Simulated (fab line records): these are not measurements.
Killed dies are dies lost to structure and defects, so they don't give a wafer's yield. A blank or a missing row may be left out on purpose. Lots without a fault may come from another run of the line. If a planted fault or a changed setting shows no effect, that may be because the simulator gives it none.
fab line records	flow nandHarc
record lots=24	wafers=72	lastDay=34
route steps=1302 shown P_BONDPAD@352 A_CHANNEL_HOLE_D1@462
lots that met no fault: taken from a fault-free run of the same line
startH: the number of hours between the record's first day and the start of the first shown wafer of the lot	waitH: hours since the lot's step before	" the same as in the row above	L1.1+2: one row covering several wafers at once	- no value present, or no start provided	* or withheld: withheld	< > ~ a bound
route shown NAME@n: a module of which the file shows steps, and the number in the route of the first	usual: mean/standard deviation taken from wafers without a fault	same: alike in all rows	chamber/n: place in a boat	sites: readings site by site	_std_site: standard deviation across them	_edge_site: inner sites' mean taken away from outer sites' mean	radiusMm: for every site, how far away it sits from the centre of the wafer	mask NAME#n: copy n	behind: tool/chamber where the wafer was last shaped	hold: the reason the lot was held/the length of the hold in hours/how it ended	device: the n, p or np transistor that did not switch	end of line: the same wafers' tests at the end of the route	step lacking rows: just its recipe	killed: the dies lost at the first sort to structure and to defects; this is not the yield of the wafer	map: the dies of a wafer, with x for killed, . for not killed, _ for no die there
set.NAME: setting as actually run; set.NAME@STEP: the setting as run at that earlier step	model.NAME: the simulator's own value behind a step, which no gauge read
a sample of lots followed through the steps of the route, with each step as a table and each wafer as a row
services: from which hour (startH, from the record's first day; less than 0 if before it) a tool's chamber was out of use, for how many hours, and why
## steps
# step NHARC_P_BONDPAD_CMP_32
# recipe targetThkNm=200	material=SiCN
# usual motorCurrentA=12.4/1.6
lot.wafer	tool	chamber	startH	waitH	motorCurrentA
L074.2	cmp-04	3	143.34	-	12.5
L074.3	"	1	"	"	12.0
L074.5	"	3	"	"	12.6
L076.4	cmp-02	2	149.15	-	11.3
L076.1	"	3	"	"	11.1
L076.2	"	0	"	"	16.1
L075.4	cmp-03	2	149.96	-	14.2
L075.1	"	3	"	"	10.7
L075.6	"	1	"	"	14.4
L078.3	cmp-02	0	174.18	-	14.7
L078.1	"	2	"	"	11.4
L078.5	"	0	"	"	15.1
L077.2	cmp-02	2	176.36	-	11.6
L077.4	"	3	"	"	11.8
L077.3	"	0	"	"	16.2
L079.2	cmp-02	0	191.87	-	14.9
L079.1	"	1	"	"	10.8
L079.4	"	3	"	"	11.7
L080.2	cmp-02	1	192.40	-	11.0
L080.1	"	2	"	"	11.9
L080.3	"	0	"	"	17.1
L081.4	cmp-03	1	208.50	-	13.4
L081.3	"	3	"	"	11.1
L081.5	"	0	"	"	13.0
L082.4	cmp-03	1	212.64	-	13.8
L082.1	"	2	"	"	13.8
L082.5	"	0	"	"	13.6
L083.2	cmp-04	0	219.84	-	11.1
L083.3	"	1	"	"	11.5
L083.5	"	3	"	"	12.6
L084.1	cmp-03	2	239.36	-	13.7
L084.4	"	3	"	"	11.5
L084.2	"	0	"	"	13.1
L085.4	cmp-04	0	243.34	-	10.9
L085.1	"	2	"	"	11.1
L085.6	"	3	"	"	12.5
L086.3	cmp-02	0	247.06	-	16.0
L086.1	"	1	"	"	10.1
L086.4	"	2	"	"	10.9
L087.3	cmp-02	3	267.82	0.3	11.8
L087.1	"	1	"	"	10.9
L087.5	"	0	"	"	16.1
L088.4	cmp-03	1	284.31	-	13.8
L088.6	"	3	"	"	10.6
L088.5	"	0	"	"	12.9
L089.4	cmp-02	3	286.04	-	11.8
L089.1	"	1	"	"	10.5
L089.5	"	0	"	"	15.8
L090.4	cmp-04	0	295.91	-	11.5
L090.2	"	2	"	"	11.1
L090.5	"	0	"	"	11.4
L091.4	cmp-02	2	301.91	-	11.9
L091.2	"	1	"	"	10.6
L091.5	"	3	"	"	11.5
L092.2	cmp-02	2	310.99	-	11.7
L092.5	"	3	"	"	10.9
L092.6	"	0	"	"	15.7
L093.4	cmp-02	3	325.71	-	11.9
L093.5	"	1	"	"	10.5
L093.6	"	2	"	"	11.1
L094.2	cmp-04	1	333.17	0.5	11.6
L094.4	"	2	"	"	11.2
L094.3	"	3	"	"	12.5
L095.2	cmp-04	1	339.51	-	12.6
L095.1	"	2	"	"	11.3
L095.5	"	2	"	"	12.1
L096.2	cmp-04	1	350.65	0.5	11.0
L096.1	"	2	"	"	11.3
L096.3	"	3	"	"	12.8
L097.3	cmp-03	2	367.48	-	14.0
L097.5	"	2	"	"	14.1
L097.6	"	3	"	"	10.8
# step NHARC_P_BONDPAD_CD_MEAS_13
# usual cdNm=500.1/1.6
lot.wafer	tool	chamber	startH	waitH	cdNm
L074.2	cdSem-02	-	144.53	-	499.5
L074.3	"	-	"	"	497.7
L074.5	"	-	"	"	496.8
L076.1	cdSem-01	-	150.34	-	498.6
L076.2	"	-	"	"	501.8
L076.4	"	-	"	"	499.8
L075.1	cdSem-01	-	151.15	-	500.2
L075.4	"	-	"	"	500.6
L075.6	"	-	"	"	500.1
L078.1	cdSem-01	-	175.50	-	500.0
L078.3	"	-	"	"	499.1
L078.5	"	-	"	"	502.3
L077.2	cdSem-01	-	177.68	-	498.7
L077.3	"	-	"	"	500.8
L077.4	"	-	"	"	499.4
L079.1	cdSem-01	-	193.21	-	501.7
L079.2	"	-	"	"	502.2
L079.4	"	-	"	"	502.8
L080.1	cdSem-03	-	193.74	-	500.0
L080.2	"	-	"	"	501.7
L080.3	"	-	"	"	500.3
L081.3	cdSem-02	-	209.82	-	500.2
L081.4	"	-	"	"	498.1
L081.5	"	-	"	"	499.3
L082.1	cdSem-02	-	213.91	-	500.1
L082.4	"	-	"	"	498.8
L082.5	"	-	"	"	501.7
L083.2	cdSem-03	-	221.08	-	500.2
L083.3	"	-	"	"	497.2
L083.5	"	-	"	"	498.1
L084.1	cdSem-02	-	240.71	-	500.1
L084.2	"	-	"	"	501.3
L084.4	"	-	"	"	500.2
L085.1	cdSem-02	-	244.54	-	501.1
L085.4	"	-	"	"	500.9
L085.6	"	-	"	"	497.8
L086.1	cdSem-03	-	248.40	-	499.2
L086.3	"	-	"	"	503.6
L086.4	"	-	"	"	501.2
L087.1	cdSem-03	-	269.04	-	498.5
L087.3	"	-	"	"	500.0
L087.5	"	-	"	"	500.4
L088.4	cdSem-03	-	285.61	-	502.4
L088.5	"	-	"	"	500.9
L088.6	"	-	"	"	499.6
L089.1	cdSem-01	-	287.38	-	499.1
L089.4	"	-	"	"	501.1
L089.5	"	-	"	"	499.7
L090.2	cdSem-01	-	297.24	-	500.5
L090.4	"	-	"	"	501.8
L090.5	"	-	"	"	505.2
L091.2	cdSem-03	-	303.25	-	500.4
L091.4	"	-	"	"	499.7
L091.5	"	-	"	"	498.4
L092.2	cdSem-03	-	312.14	-	502.9
L092.5	"	-	"	"	499.8
L092.6	"	-	"	"	500.6
L093.4	cdSem-03	-	327.02	-	498.2
L093.5	"	-	"	"	499.3
L093.6	"	-	"	"	501.3
L094.2	cdSem-03	-	334.39	-	500.0
L094.3	"	-	"	"	501.4
L094.4	"	-	"	"	499.7
L095.1	cdSem-01	-	340.86	-	502.2
L095.2	"	-	"	"	503.1
L095.5	"	-	"	"	503.3
L096.1	cdSem-01	-	352.00	-	499.1
L096.2	"	-	"	"	499.8
L096.3	"	-	"	"	498.6
L097.3	cdSem-02	-	368.82	-	498.6
L097.5	"	-	"	"	499.0
L097.6	"	-	"	"	497.9
# step NHARC_A_CHANNEL_HOLE_D1_CD_MEAS_10
# recipe targetCdNm=100	landingEnergyEv=500
# usual cdNm=100.0/0.45
lot.wafer	tool	chamber	startH	waitH	cdNm
L074.2	cdSem-03	0	187.39	-	100.7
L074.3	"	0	"	"	99.9
L074.5	"	0	"	"	99.6
L075.1	cdSem-01	0	194.09	-	99.7
L075.4	"	0	"	"	99.2
L075.6	"	0	"	"	99.7
L076.1	cdSem-02	0	196.21	-	99.3
L076.2	"	0	"	"	99.9
L076.4	"	0	"	"	99.7
L077.2	cdSem-01	0	235.15	-	100.1
L077.3	"	0	"	"	100.6
L077.4	"	0	"	"	99.5
L078.1	cdSem-01	0	235.29	-	99.9
L078.3	"	0	"	"	99.4
L078.5	"	0	"	"	100.1
L079.1	cdSem-01	0	237.07	-	99.1
L079.2	"	0	"	"	99.0
L079.4	"	0	"	"	100.0
L080.1	cdSem-02	0	237.25	-	100.0
L080.2	"	0	"	"	100.1
L080.3	"	0	"	"	99.3
L081.3	cdSem-02	0	253.77	-	99.9
L081.4	"	0	"	"	100.6
L081.5	"	0	"	"	99.9
L082.1	cdSem-03	0	261.51	-	100.4
L082.4	"	0	"	"	99.9
L082.5	"	0	"	"	100.1
L083.2	cdSem-02	0	268.00	-	100.1
L083.3	"	0	"	"	100.2
L083.5	"	0	"	"	99.4
L084.1	cdSem-02	0	285.13	-	100.0
L084.2	"	0	"	"	100.2
L084.4	"	0	"	"	100.1
L085.1	cdSem-03	0	285.31	-	99.3
L085.4	"	0	"	"	99.9
L085.6	"	0	"	"	99.8
L086.1	cdSem-01	0	289.56	-	99.7
L086.3	"	0	"	"	100.3
L086.4	"	0	"	"	100.5
L087.1	cdSem-01	0	313.98	-	100.9
L087.3	"	0	"	"	100.1
L087.5	"	0	"	"	100.8
L089.1	cdSem-03	0	326.64	-	100.5
L089.4	"	0	"	"	100.7
L089.5	"	0	"	"	100.8
L088.4	cdSem-01	0	327.91	-	100.0
L088.5	"	0	"	"	99.6
L088.6	"	0	"	"	99.1
L091.2	cdSem-03	0	343.40	-	99.9
L091.4	"	0	"	"	101.0
L091.5	"	0	"	"	100.8
L090.2	cdSem-02	0	343.55	-	100.1
L090.4	"	0	"	"	99.5
L090.5	"	0	"	"	99.3
L092.2	cdSem-01	0	355.47	-	99.6
L092.5	"	0	"	"	100.0
L092.6	"	0	"	"	99.8
L093.4	cdSem-03	0	376.64	-	99.8
L093.5	"	0	"	"	100.2
L093.6	"	0	"	"	99.7
L094.2	cdSem-01	0	380.44	-	100.0
L094.3	"	0	"	"	100.1
L094.4	"	0	"	"	100.1
L095.1	cdSem-02	0	390.67	-	100.1
L095.2	"	0	"	"	100.2
L095.5	"	0	"	"	100.2
L096.1	cdSem-01	0	404.31	-	100.9
L096.2	"	0	"	"	99.9
L096.3	"	0	"	"	100.3
L097.3	cdSem-02	0	424.46	-	100.3
L097.5	"	0	"	"	100.2
L097.6	"	0	"	"	100.0
# step NHARC_A_CHANNEL_HOLE_D1_DESCUM_15
# recipe timeS=3	o2FlowSccm=200	arFlowSccm=0	biasPowerW=0	chemistry=O2
# usual chamberPressureMTorr=60.01/0.058	drypumpMotorCurrentA=5.9/0.3	oesProductAu=1.003/0.012	rfVppV=57.8/0.87	showerheadPlenumPTorr=1.88/0.056	throttleValvePct=11.310/0.0091
lot.wafer	tool	chamber	startH	waitH	chamberPressureMTorr	drypumpMotorCurrentA	oesProductAu	rfHoursCounterH	rfVppV	showerheadPlenumPTorr	throttleValvePct
L074.3	rieDiel-11	1	187.58	0.1	60.04	6.0	0.976	6	56.4	1.88	11.315
L074.2	"	2	"	"	59.94	5.7	0.999	10	56.8	1.88	11.311
L074.5	"	1	"	"	60.04	5.9	0.974	-	58.4	1.88	11.316
L075.1	rieDiel-01	0	194.29	0.1	59.94	5.3	1.023	55	56.5	1.77	11.306
L075.4	"	1	"	"	60.06	5.2	0.987	53	57.0	1.98	11.307
L075.6	"	3	"	"	59.85	6.0	1.016	-	56.6	1.83	11.306
L076.2	rieDiel-11	2	196.40	0.1	60.04	5.7	1.022	11	59.2	1.88	11.319
L076.1	"	3	"	"	59.99	5.8	1.021	11	58.3	1.89	11.321
L076.4	"	0	"	"	59.98	6.0	0.993	10	57.0	1.83	11.306
L077.3	rieDiel-11	3	235.33	0.1	59.99	5.7	1.010	13	57.8	1.88	11.328
L077.4	"	0	"	"	60.07	6.0	1.005	13	57.4	1.83	11.309
L077.2	"	2	"	"	60.12	5.7	1.013	13	58.7	1.88	11.308
L078.3	rieDiel-11	0	235.47	0.1	59.98	6.1	1.014	13	57.7	1.83	11.312
L078.1	"	2	"	"	59.93	5.7	1.031	13	58.0	1.88	11.306
L078.5	"	0	"	"	59.98	6.0	1.018	-	58.2	1.83	11.310
L079.2	rieDiel-09	0	237.26	0.1	60.03	6.2	0.990	26	57.1	1.81	11.319
L079.1	"	1	"	"	60.11	6.6	0.992	28	58.4	1.97	11.321
L079.4	"	3	"	"	60.03	5.7	1.006	23	57.5	2.02	11.325
L080.3	rieDiel-11	1	237.44	0.1	59.99	6.0	0.984	10	57.3	1.88	11.310
L080.1	"	2	"	"	60.01	5.7	1.007	14	56.6	1.88	11.317
L080.2	"	0	"	"	59.96	6.1	1.001	14	58.1	1.83	11.313
L081.4	rieDiel-11	0	253.96	0.1	60.06	6.1	0.996	15	57.1	1.83	11.309
L081.3	"	1	"	"	60.05	5.9	0.981	12	57.8	1.88	11.304
L081.5	"	3	"	"	59.98	5.8	1.004	-	58.0	1.88	11.298
L082.4	rieDiel-09	0	262.08	0.4	60.05	6.2	0.998	39	56.8	1.81	11.312
L082.1	"	2	"	"	60.05	5.8	0.998	39	57.5	1.93	11.306
L082.5	"	0	"	"	60.17	6.2	0.983	-	56.9	1.81	11.338
L083.2	rieDiel-11	3	268.18	0.1	59.87	5.7	1.010	0	57.7	1.88	11.306
L083.3	"	1	"	"	59.91	6.0	0.994	0	57.1	1.88	11.296
L083.5	"	0	"	"	60.10	6.0	1.006	-	56.0	1.83	11.311
L084.1	rieDiel-11	1	285.33	0.1	60.09	5.9	0.995	1	57.2	1.88	11.316
L084.4	"	2	"	"	60.04	5.7	1.022	2	57.7	1.88	11.329
L084.2	"	3	"	"	60.04	5.7	1.014	2	58.2	1.88	11.307
L085.1	rieDiel-09	0	285.51	0.1	59.99	6.2	0.983	46	56.1	1.81	11.313
L085.4	"	1	"	"	60.00	6.6	0.987	49	57.6	1.96	11.318
L085.6	"	3	"	"	60.02	5.7	1.001	-	58.4	2.01	11.330
L086.4	rieDiel-11	3	289.76	0.1	60.00	5.7	1.013	3	57.2	1.88	11.324
L086.1	"	0	"	"	60.01	6.0	1.009	3	57.0	1.83	11.313
L086.3	"	1	"	"	60.08	6.0	0.995	2	58.6	1.88	11.306
L087.3	rieDiel-11	0	314.17	0.1	60.10	6.0	1.002	5	57.7	1.82	11.299
L087.1	"	1	"	"	60.09	5.9	0.986	5	58.5	1.88	11.301
L087.5	"	0	"	"	59.98	6.0	1.007	-	56.9	1.82	11.310
L089.4	rieDiel-11	2	326.83	0.1	60.01	5.6	1.002	6	58.7	1.88	11.311
L089.1	"	1	"	"	59.98	6.0	0.987	6	57.6	1.87	11.302
L089.5	"	2	"	"	60.03	5.7	1.009	-	57.5	1.88	11.311
L088.4	rieDiel-11	2	328.10	0.1	60.06	5.7	1.002	6	58.8	1.88	11.297
L088.5	"	1	"	"	59.92	6.0	0.987	-	57.1	1.87	11.324
L088.6	"	2	"	"	60.00	5.6	1.006	-	57.0	1.88	11.303
L091.2	rieDiel-01	0	343.60	0.1	59.99	5.3	1.008	41	58.8	2.06	11.326
L091.4	"	1	"	"	60.03	5.2	0.995	38	57.2	1.97	11.320
L091.5	"	2	"	"	60.03	6.6	0.995	-	57.8	1.97	11.307
L090.2	rieDiel-11	1	343.74	0.1	60.09	5.9	0.991	7	56.8	1.87	11.317
L090.4	"	3	"	"	60.04	5.7	1.007	7	57.5	1.88	11.315
L090.5	"	1	"	"	60.06	6.0	0.990	-	58.6	1.87	11.297
L092.2	rieDiel-11	3	355.66	0.1	60.01	5.8	1.003	8	57.0	1.88	11.298
L092.5	"	2	"	"	60.01	5.7	1.010	-	58.7	1.87	11.319
L092.6	"	3	"	"	60.07	5.8	1.009	-	57.7	1.88	11.316
L093.4	rieDiel-11	3	388.12	0.1	59.99	5.7	1.011	10	55.4	1.88	11.295
L093.6	"	1	"	"	60.02	5.9	0.994	-	56.9	1.87	11.312
L093.5	"	2	"	"	59.98	5.6	1.010	-	57.9	1.87	11.309
L094.4	rieDiel-11	1	388.18	0.1	60.00	6.0	0.992	9	58.1	1.87	11.297
L094.3	"	2	"	"	59.97	5.7	1.010	10	59.2	1.87	11.304
L094.2	"	0	"	"	60.00	6.1	1.004	10	58.5	1.82	11.306
L095.1	rieDiel-01	2	390.85	0.1	59.97	6.6	1.015	0	59.1	1.97	11.304
L095.2	"	3	"	"	59.96	5.9	1.011	0	56.8	1.81	11.317
L095.5	"	3	"	"	59.97	5.9	1.014	-	58.1	1.81	11.297
L096.3	rieDiel-01	2	404.49	0.1	59.98	6.6	0.989	5	57.6	1.97	11.309
L096.2	"	3	"	"	60.15	6.0	1.011	4	58.6	1.81	11.306
L096.1	"	0	"	"	60.03	5.2	1.007	7	59.6	2.06	11.306
L097.3	rieDiel-11	0	424.65	0.1	60.04	6.1	1.010	14	58.1	1.82	11.310
L097.5	"	3	"	"	59.90	5.7	1.017	-	56.4	1.88	11.314
L097.6	"	0	"	"	60.08	6.0	1.018	-	58.2	1.82	11.301
# step NHARC_A_CHANNEL_HOLE_D1_ETCH_23
# recipe biasV=5000	sourceW=withheld	pressureMtorr=20	timeS=819	arFlowSccm=375	c4f8FlowSccm=89.3	o2FlowSccm=35.7	tempC=-20	targetDepthA=16000	chemistry=C4F8/O2/Ar
# usual chamberPressureMTorr=20.001/0.017	drypumpMotorCurrentA=5.8/0.41	showerheadPlenumPTorr=3.69/0.094	throttleValvePct=32.156/0.0088
lot.wafer	tool	chamber	startH	waitH	chamberPressureMTorr	drypumpMotorCurrentA	rfHoursCounterH	showerheadPlenumPTorr	throttleValvePct
L074.2	harEtch-02	0	190.31	0.5	20.015	6.3	289	3.56	32.138
L074.3	"	0	"	"	19.979	6.3	-	3.56	32.143
L074.5	"	0	"	"	20.020	6.2	-	3.56	32.157
L075.1	harEtch-01	1	200.33	0.5	19.989	5.9	97	3.73	32.147
L075.4	"	0	"	"	19.984	5.9	-	3.71	32.159
L075.6	"	0	"	"	19.990	5.9	-	3.71	32.159
L076.1	harEtch-02	1	202.69	0.5	19.999	5.1	301	3.76	32.146
L076.2	"	0	"	"	19.995	6.2	301	3.56	32.154
L076.4	"	1	"	"	19.998	5.1	-	3.76	32.151
L077.2	harEtch-01	0	238.23	0.5	20.016	5.9	116	3.70	32.161
L077.3	"	1	"	"	19.975	5.9	-	3.72	32.154
L077.4	"	0	"	"	19.994	5.9	-	3.70	32.144
L078.1	harEtch-02	1	241.60	0.5	20.009	5.1	320	3.75	32.155
L078.3	"	1	"	"	19.990	5.1	-	3.75	32.145
L078.5	"	0	"	"	19.974	6.2	-	3.55	32.162
L079.2	harEtch-01	0	242.26	0.5	19.969	5.9	120	3.70	32.152
L079.1	"	1	"	"	20.018	5.9	120	3.71	32.165
L079.4	"	0	"	"	20.016	5.9	-	3.70	32.159
L080.1	harEtch-02	0	245.64	0.5	19.981	6.3	324	3.54	32.158
L080.2	"	1	"	"	19.986	5.1	324	3.75	32.171
L080.3	"	1	"	"	20.032	5.2	-	3.75	32.157
L081.3	harEtch-01	1	256.80	0.5	19.982	5.9	-	3.71	32.155
L081.4	"	0	"	"	20.019	5.9	-	3.70	32.160
L081.5	"	1	"	"	19.985	5.9	-	3.71	32.154
L082.1	harEtch-01	0	264.84	0.5	19.988	5.9	131	3.69	32.146
L082.4	"	1	"	"	20.001	5.9	-	3.71	32.149
L082.5	"	1	"	"	20.028	5.9	-	3.71	32.137
L083.2	harEtch-02	0	274.67	0.5	19.986	6.2	343	3.53	32.150
L083.3	"	0	"	"	19.982	6.2	-	3.53	32.139
L083.5	"	0	"	"	19.996	6.2	-	3.53	32.166
L084.1	harEtch-02	0	287.95	0.5	19.989	6.2	350	3.53	32.154
L084.2	"	1	"	"	20.004	5.1	350	3.74	32.153
L084.4	"	1	"	"	19.979	5.1	-	3.74	32.164
L085.1	harEtch-01	1	288.37	0.5	20.007	5.9	150	3.70	32.175
L085.4	"	1	"	"	19.984	5.9	-	3.70	32.152
L085.6	"	1	"	"	20.010	5.8	-	3.70	32.154
L086.1	harEtch-01	1	292.43	0.5	19.986	5.9	154	3.69	32.160
L086.3	"	1	"	"	19.982	5.9	-	3.69	32.145
L086.4	"	0	"	"	19.980	5.9	-	3.68	32.140
L087.1	harEtch-02	0	319.02	0.5	19.957	6.3	366	3.52	32.150
L087.3	"	1	"	"	19.993	5.2	-	3.73	32.162
L087.5	"	1	"	"	20.042	5.2	-	3.73	32.165
L089.1	harEtch-01	0	330.29	0.5	19.973	5.9	169	3.67	32.152
L089.4	"	0	"	"	19.993	5.9	-	3.67	32.154
L089.5	"	0	"	"	19.995	5.9	-	3.67	32.167
L088.4	harEtch-02	0	330.95	0.5	20.016	6.3	-	3.52	32.170
L088.5	"	0	"	"	20.017	6.3	-	3.52	32.170
L088.6	"	1	"	"	20.016	5.1	-	3.72	32.162
L091.2	harEtch-01	0	346.33	0.5	20.002	5.9	177	3.67	32.160
L091.4	"	1	"	"	20.003	5.9	-	3.68	32.149
L091.5	"	1	"	"	19.995	5.9	-	3.68	32.158
L090.2	harEtch-02	0	348.10	0.5	19.957	6.2	381	3.51	32.162
L090.4	"	1	"	"	19.983	5.1	-	3.72	32.163
L090.5	"	0	"	"	19.987	6.2	-	3.51	32.153
L092.2	harEtch-01	0	359.34	0.5	20.004	5.8	188	3.66	32.159
L092.5	"	1	"	"	20.018	5.9	-	3.68	32.161
L092.6	"	0	"	"	20.028	5.9	-	3.66	32.173
L093.4	harEtch-01	1	391.03	0.5	20.011	5.9	-	3.67	32.151
L093.6	"	1	"	"	20.005	5.9	-	3.67	32.161
L093.5	"	0	"	"	20.015	5.9	-	3.66	32.164
L094.2	harEtch-02	1	396.22	0.5	19.994	5.1	1	3.71	32.158
L094.3	"	0	"	"	19.987	6.3	-	3.93	32.137
L094.4	"	1	"	"	19.980	5.2	-	3.71	32.164
L095.1	harEtch-01	0	402.98	0.5	20.051	5.9	211	3.65	32.160
L095.2	"	1	"	"	19.974	5.9	211	3.66	32.166
L095.5	"	0	"	"	19.993	5.9	-	3.65	32.163
L096.1	harEtch-02	0	407.11	0.5	19.991	6.2	9	3.93	32.154
L096.2	"	1	"	"	20.003	5.1	9	3.70	32.164
L096.3	"	0	"	"	19.998	6.3	-	3.93	32.163
L097.3	harEtch-02	1	427.52	0.5	20.014	5.1	-	3.70	32.156
L097.6	"	1	"	"	20.016	5.1	-	3.70	32.154
L097.5	"	0	"	"	20.012	6.3	-	3.92	32.163
# step NHARC_A_CHANNEL_HOLE_D1_ETCH_44
# recipe targetDepthA=1400	overetchA=140	timeS=77	ionEnergyEv=100	cf4FlowSccm=80	o2FlowSccm=20	arFlowSccm=0	rfW=300	biasW=100	chemistry=CF4/O2
# usual chamberPressureMTorr=29.996/0.027	drypumpMotorCurrentA=5.9/0.33	oesProductAu=1.006/0.011	rfVppV=197.4/1.3	showerheadPlenumPTorr=1.32/0.046	throttleValvePct=13.399/0.0095
lot.wafer	tool	chamber	startH	waitH	chamberPressureMTorr	drypumpMotorCurrentA	oesProductAu	rfHoursCounterH	rfVppV	showerheadPlenumPTorr	throttleValvePct
L074.2	rieDiel-11	2	193.51	0.1	29.996	5.6	1.010	11	197.2	1.31	13.408
L074.3	"	1	"	"	30.015	5.9	0.987	7	197.6	1.31	13.399
L074.5	"	3	"	"	30.012	5.8	1.009	-	197.6	1.32	13.409
L075.1	rieDiel-01	3	203.52	0.1	29.984	5.9	1.021	56	194.6	1.28	13.413
L075.4	"	0	"	"	29.979	5.3	1.024	58	195.6	1.24	13.393
L075.6	"	3	"	"	29.991	5.9	1.015	-	196.8	1.28	13.406
L076.2	rieDiel-11	2	205.98	0.1	29.978	5.7	1.011	12	196.8	1.31	13.394
L076.1	"	3	"	"	29.940	5.7	1.005	11	197.2	1.32	13.399
L076.4	"	0	"	"	30.013	6.1	1.000	11	197.3	1.28	13.398
L077.2	rieDiel-11	0	241.39	0.1	29.965	6.0	1.001	14	195.9	1.28	13.402
L077.3	"	2	"	"	30.001	5.6	1.020	15	197.2	1.31	13.400
L077.4	"	3	"	"	30.019	5.7	1.009	15	196.7	1.32	13.394
L078.1	rieDiel-11	3	244.78	0.1	30.003	5.7	1.012	15	199.1	1.32	13.396
L078.3	"	0	"	"	29.975	6.0	0.990	14	196.1	1.28	13.385
L078.5	"	2	"	"	30.003	5.7	1.016	-	196.8	1.31	13.410
L079.2	rieDiel-01	3	245.56	0.0	29.984	5.9	1.019	8	196.4	1.28	13.412
L079.1	"	0	"	"	30.004	5.2	1.025	7	200.5	1.44	13.393
L079.4	"	2	"	"	30.007	6.6	1.010	9	199.4	1.38	13.420
L080.1	rieDiel-01	2	248.95	0.1	29.940	6.6	1.010	10	197.8	1.38	13.403
L080.3	"	3	"	"	29.975	5.9	1.018	8	195.4	1.28	13.400
L080.2	"	0	"	"	29.974	5.2	1.031	8	199.9	1.44	13.389
L081.3	rieDiel-09	3	263.11	0.6	30.017	5.7	1.011	34	199.6	1.40	13.407
L081.4	"	1	"	"	29.978	6.6	0.995	43	197.8	1.37	13.380
L081.5	"	0	"	"	29.955	6.2	0.989	-	196.1	1.26	13.394
L082.4	rieDiel-01	2	268.13	0.1	29.987	6.5	1.012	15	198.8	1.38	13.394
L082.1	"	1	"	"	30.019	5.1	1.002	14	198.6	1.38	13.394
L082.5	"	3	"	"	30.005	5.9	1.007	-	194.8	1.28	13.380
L083.2	rieDiel-11	3	278.12	0.1	30.020	5.7	1.012	2	199.0	1.32	13.391
L083.3	"	0	"	"	30.030	6.1	1.011	1	196.4	1.28	13.385
L083.5	"	0	"	"	30.047	6.0	1.021	-	195.3	1.28	13.392
L084.2	rieDiel-09	0	291.22	0.1	30.008	6.2	0.995	49	195.7	1.26	13.407
L084.4	"	1	"	"	29.977	6.6	1.000	51	199.3	1.37	13.378
L084.1	"	2	"	"	29.992	5.8	1.002	49	197.9	1.35	13.397
L085.1	rieDiel-11	3	291.57	0.1	30.014	5.8	1.003	3	199.1	1.31	13.398
L085.4	"	0	"	"	29.963	6.1	1.011	3	197.6	1.28	13.413
L085.6	"	2	"	"	29.998	5.6	1.004	-	196.1	1.31	13.410
L086.1	rieDiel-11	2	295.74	0.1	29.959	5.7	1.009	3	197.6	1.31	13.387
L086.3	"	3	"	"	30.046	5.8	1.023	3	197.1	1.31	13.389
L086.4	"	0	"	"	29.988	6.0	1.016	3	196.8	1.28	13.402
L087.3	rieDiel-11	0	322.30	0.1	29.961	6.0	1.004	5	196.7	1.28	13.402
L087.1	"	3	"	"	29.983	5.7	1.003	6	198.3	1.31	13.410
L087.5	"	1	"	"	30.028	5.9	0.983	-	197.6	1.31	13.395
L089.4	rieDiel-11	0	333.45	0.1	29.978	6.0	1.013	7	195.5	1.27	13.407
L089.1	"	3	"	"	29.988	5.7	1.005	7	197.5	1.31	13.421
L089.5	"	0	"	"	30.058	6.1	1.019	-	196.2	1.27	13.411
L088.4	rieDiel-01	0	334.08	0.1	29.957	5.3	1.013	36	198.4	1.44	13.405
L088.6	"	3	"	"	30.038	6.0	1.006	-	196.6	1.27	13.405
L088.5	"	0	"	"	29.968	5.3	1.010	-	199.8	1.44	13.388
L091.4	rieDiel-01	2	349.48	0.1	30.006	6.6	1.010	44	198.5	1.37	13.394
L091.2	"	1	"	"	29.988	5.2	0.996	40	198.4	1.37	13.397
L091.5	"	2	"	"	29.987	6.6	1.006	-	198.6	1.37	13.405
L090.2	rieDiel-11	1	351.42	0.1	30.011	5.9	0.999	8	197.5	1.31	13.376
L090.4	"	2	"	"	29.940	5.7	1.006	9	198.1	1.31	13.401
L090.5	"	3	"	"	29.984	5.7	1.015	-	197.7	1.31	13.388
L092.2	rieDiel-09	1	362.72	0.1	29.971	6.6	1.016	13	198.0	1.36	13.406
L092.5	"	3	"	"	30.029	5.7	1.015	-	198.6	1.40	13.396
L092.6	"	0	"	"	30.021	6.2	1.000	-	196.1	1.26	13.413
L093.4	rieDiel-11	2	394.09	0.1	29.961	5.7	1.008	11	196.3	1.31	13.405
L093.5	"	2	"	"	29.978	5.6	1.005	-	196.9	1.31	13.394
L093.6	"	3	"	"	30.042	5.7	1.014	-	198.6	1.31	13.391
L094.3	rieDiel-11	2	399.41	0.1	30.005	5.6	1.022	12	196.6	1.31	13.403
L094.2	"	3	"	"	30.008	5.7	1.014	12	197.7	1.31	13.387
L094.4	"	0	"	"	30.001	6.0	1.022	11	197.1	1.27	13.396
L095.1	rieDiel-11	2	406.27	0.0	30.025	5.7	1.015	12	198.1	1.31	13.406
L095.2	"	3	"	"	30.001	5.7	1.005	13	197.0	1.31	13.403
L095.5	"	2	"	"	30.003	5.7	1.018	-	195.1	1.31	13.402
L096.3	rieDiel-11	0	410.38	0.1	30.070	6.1	1.010	12	195.2	1.27	13.406
L096.2	"	2	"	"	29.982	5.7	1.022	13	196.6	1.31	13.395
L096.1	"	3	"	"	29.976	5.7	1.014	13	197.8	1.31	13.414
L097.3	rieDiel-11	1	430.59	0.1	29.971	5.9	0.980	13	197.6	1.31	13.410
L097.5	"	3	"	"	30.019	5.7	1.010	-	198.1	1.31	13.391
L097.6	"	0	"	"	30.025	6.0	1.013	-	197.8	1.27	13.396
## services
tool	chamber	startH	hours	kind
cmp-02	-	126.84	1.6	repair
cmp-02	-	134.65	4.0	pm
rieDiel-11	3	138.14	3.9	repair
cmp-02	-	139.44	1.0	repair
rieDiel-11	1	156.06	9.9	repair
rieDiel-11	-	164.17	0.9	repair
rieDiel-11	0	189.51	6.1	repair
rieDiel-01	-	203.93	9.0	pm
rieDiel-11	3	207.32	2.9	repair
rieDiel-11	-	229.24	2.5	repair
cmp-02	-	232.65	4.0	pm
rieDiel-11	-	255.50	9.0	pm
cmp-02	-	259.19	0.6	repair
rieDiel-01	0	294.04	5.4	repair
rieDiel-01	1	295.77	7.2	repair
rieDiel-01	2	312.86	10.5	repair
cmp-02	-	330.65	4.0	pm
rieDiel-11	1	358.73	6.7	repair
rieDiel-01	2	361.11	8.2	repair
cmp-02	-	367.00	0.8	repair
harEtch-02	-	377.67	17.0	pm
rieDiel-11	-	407.45	0.3	repair
rieDiel-11	2	419.31	3.0	repair
cmp-02	-	428.65	4.0	pm
## key
fault none
